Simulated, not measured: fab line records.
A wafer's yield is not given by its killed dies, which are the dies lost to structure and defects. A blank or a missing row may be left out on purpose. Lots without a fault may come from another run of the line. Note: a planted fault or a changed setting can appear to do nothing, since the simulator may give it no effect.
The tool behind it: which one? ; flow nandHarc ; Sampling: 13 lots, 39 wafers, 5 of 1159 route steps

WHAT THE GAUGES READ, wafer by wafer
NHARC_THIN_TSV_CD_MEAS_33 targets a cd of 5000 nm.
lot;measured;on;cdNm (nm)
L459;day 19 02:19;cdSem-02;5000.2 5001.4 5002.3
L461;day 19 00:46;cdSem-01;5003.0 5002.8 5000.5
L460;day 19 07:41;cdSem-02;5000.8 5003.4 4999.1
L464;day 19 08:36;cdSem-01;4999.4 4998.5 4997.3
L465;day 19 18:22;cdSem-01;5003.2 5003.9 5003.3
L462;day 20 00:54;cdSem-02;4997.5 4994.7 4998.2
L466;day 20 13:26;cdSem-02;4998.1 4997.1 4998.1
L463;day 20 12:11;cdSem-03;5001.6 4997.9 4998.9
L469;day 21 23:35;cdSem-02;5002.4 5000.5 5003.2
L475;day 23 04:17;cdSem-02;5000.3 5002.3 5004.1
L480;day 23 13:43;cdSem-03;5000.3 5001.4 4999.1
L481;day 23 23:14;cdSem-02;4999.8 5001.2 5000.0
L479;day 24 04:54;cdSem-03;4998.6 4996.8 5000.6

NHARC_END_WLT_00.
lot;measured;on;VT_DECK1_BOTTOM;VT_DECK1_BOTTOM_INNER;VT_DECK1_MEDIAN_NEAR_BOTTOM;VT_DECK1_MEDIAN_NEAR_BOTTOM_INNER;VT_DECK1_MIDDLE;VT_DECK1_MIDDLE_INNER;VT_DECK1_TOP;VT_DECK1_TOP_INNER
L459;day 19 13:53;prober-01;0.871 0.874 0.874;0.870 0.870 0.877;0.868 0.882 0.877;0.873 0.877 0.865;0.884 0.882 0.887;0.890 0.884 0.880;0.893 0.903 0.889;0.898 0.899 0.900
L461;day 19 06:39;prober-01;0.867 0.877 0.877;0.870 0.878 0.877;0.884 0.875 0.874;0.875 0.877 0.873;0.887 0.888 0.891;0.892 0.899 0.894;0.906 0.902 0.913;0.910 0.905 0.907
L460;day 19 16:32;prober-02;0.864 0.868 0.858;0.861 0.867 0.856;0.857 0.868 0.864;0.852 0.877 0.860;0.872 0.875 0.869;0.872 0.883 0.880;0.885 0.889 0.885;0.868 0.888 0.873
L464;day 19 22:08;prober-01;0.866 0.862 0.873;0.866 0.856 0.872;0.872 0.865 0.869;0.863 0.864 0.869;0.878 0.879 0.883;0.881 0.884 0.879;0.893 0.892 0.892;0.893 0.888 0.899
L465;day 20 01:54;prober-02;0.872 0.868 0.879;0.870 0.876 0.883;0.873 0.871 0.877;0.870 0.876 0.874;0.886 0.885 0.881;0.884 0.879 0.892;0.895 0.896 0.895;0.897 0.892 0.896
L462;day 20 07:35;prober-01;0.878 0.889 0.873;0.880 0.879 0.879;0.882 0.881 0.873;0.882 0.877 0.882;0.890 0.893 0.892;0.889 0.890 0.886;0.907 0.893 0.899;0.902 0.902 0.901
L466;day 20 19:53;prober-02;0.871 0.874 0.877;0.878 0.882 0.887;0.874 0.881 0.874;0.870 0.868 0.891;0.892 0.891 0.888;0.886 0.895 0.893;0.905 0.903 0.897;0.913 0.895 0.901
L463;day 20 19:53;prober-01;0.872 0.876 0.885;0.878 0.872 0.880;0.864 0.872 0.886;0.864 0.878 0.882;0.890 0.900 0.894;0.897 0.900 0.900;0.913 0.913 0.915;0.912 0.908 0.909
L469;day 22 04:35;prober-02;0.871 0.873 0.872;0.872 0.873 0.870;0.872 0.870 0.870;0.867 0.869 0.878;0.882 0.885 0.892;0.894 0.890 0.884;0.896 0.900 0.902;0.898 0.899 0.905
L475;day 23 15:31;prober-01;0.871 0.876 0.875;0.863 0.883 0.885;0.876 0.885 0.888;0.875 0.880 0.886;0.893 0.893 0.890;0.892 0.901 0.899;0.897 0.910 0.895;0.908 0.905 0.905
L480;day 23 23:52;prober-02;0.872 0.876 0.874;0.879 0.883 0.871;0.880 0.874 0.874;0.881 0.878 0.876;0.889 0.891 0.892;0.897 0.885 0.891;0.908 0.896 0.907;0.901 0.903 0.905
L481;day 24 07:06;prober-01;0.887 0.889 0.880;0.877 0.890 0.886;0.894 0.891 0.885;0.886 0.890 0.883;0.894 0.900 0.902;0.900 0.902 0.895;0.891 0.902 0.899;0.896 0.913 0.909
L479;day 24 14:49;prober-01;0.896 0.884 0.882;0.890 0.885 0.886;0.885 0.891 0.890;0.888 0.890 0.883;0.905 0.901 0.901;0.899 0.899 0.906;0.917 0.910 0.922;0.922 0.911 0.922

NHARC_END_SORT_01.
lot;measured;on;killedAtArray;killedAtOther;killedAtPeriphery;killedDies;killedOpen;killedShort
L469;day 22 07:52;prober-02;60 60 30;0 0 0;0 0 3;60 60 33;0 2 5;0 4 3
L480;day 24 03:07;prober-02;35 33 20;0 0 0;4 4 1;39 37 21;3 2 0;3 2 0

WHAT TOOL EACH LOT RAN ON (gives the tool, then ch and the chambers of the sampled wafers, and finally the start)
lot;NHARC_A_CONTACT_ETCH_114;NHARC_THIN_TSV_STRIP_62
L459;harCapEtch-03 ch 0,1, day 16 13:23;plasmaAsher-02 ch 1, day 18 23:02
L461;harCapEtch-02 ch 0,1, day 16 13:38;plasmaAsher-02 ch 0,1, day 18 21:25
L460;harCapEtch-01 ch 0,1, day 16 23:52;plasmaAsher-02 ch 0,1, day 19 04:25
L464;harCapEtch-03 ch 0,1, day 17 00:34;plasmaAsher-02 ch 0,1, day 19 05:17
L465;harCapEtch-02 ch 1, day 17 08:26;plasmaAsher-02 ch 0,1, day 19 15:04
L462;harCapEtch-03 ch 0,1, day 17 12:34;plasmaAsher-02 ch 0,1, day 19 21:38
L466;harCapEtch-02 ch 0,1, day 17 19:23;plasmaAsher-01 ch 0,1, day 20 09:38
L463;harCapEtch-03 ch 0,1, day 17 20:18;plasmaAsher-01 ch 0,1, day 20 08:26
L469;harCapEtch-02 ch 0,1, day 19 10:38;plasmaAsher-01 ch 0,1, day 21 20:16
L475;harCapEtch-03 ch 0,1, day 20 05:10;plasmaAsher-01 ch 0,1, day 23 01:04
L480;harCapEtch-03 ch 0,1, day 21 10:16;plasmaAsher-01 ch 0, day 23 10:32
L481;harCapEtch-01 ch 0,1, day 21 14:18;plasmaAsher-02 ch 0,1, day 23 20:04
L479;harCapEtch-03 ch 0,1, day 21 20:36;plasmaAsher-01 ch 1, day 24 01:35
- NHARC_A_CONTACT_ETCH_114: etches the open film in C4F8/O2/Ar, time 94 s, target depth 922 nm.
- NHARC_THIN_TSV_STRIP_62: strips in N2/H2, time 20 s.

WHAT THE TOOLS THEMSELVES READ (means of the sampled wafers that have a number; where no wafer has one, the mark that the record gives instead)
NHARC_THIN_TSV_STRIP_62.
lot;tool;drypumpMotorCurrentA (A);heaterPowerW (W)
L459;plasmaAsher-02;5.31;322
L461;plasmaAsher-02;5.62;345
L460;plasmaAsher-02;5.46;329
L464;plasmaAsher-02;5.48;332
L465;plasmaAsher-02;5.60;340
L462;plasmaAsher-02;5.47;334
L466;plasmaAsher-01;5.84;309
L463;plasmaAsher-01;5.83;313
L469;plasmaAsher-01;5.83;311
L475;plasmaAsher-01;5.85;312
L480;plasmaAsher-01;5.67;286
L481;plasmaAsher-02;5.62;342
L479;plasmaAsher-01;5.91;322

THE ANSWER, worked out from the rows above alone
Rule: what is usual is taken from the lots themselves. The widest of any qualifying gaps counts: lots, ordered by their means at a reading, are off when they make up no more than a third of the lots, leave a main group of 4 or more, and stand apart from it by 3 or more times the standard deviation of that group's means. The tables above print the reading to a certain number of digits; a main group whose means all agree to those digits is not used. Also off: a lot with no number at a reading for which 4 or more lots have one. Where the step has rows for the other lots, those lots are counted as sound. The gauges are gone through in route order, then the tools' own readings, and for those a lot's mean is taken as printed above. The first step at which some lot is off is used, and at that step the reading that is off furthest; a lot without a number counts as furthest.
Across all readings shown, no lot is off: no conclusion can be drawn from this.

WHAT HAD BEEN PUT IN BY THE SIMULATOR
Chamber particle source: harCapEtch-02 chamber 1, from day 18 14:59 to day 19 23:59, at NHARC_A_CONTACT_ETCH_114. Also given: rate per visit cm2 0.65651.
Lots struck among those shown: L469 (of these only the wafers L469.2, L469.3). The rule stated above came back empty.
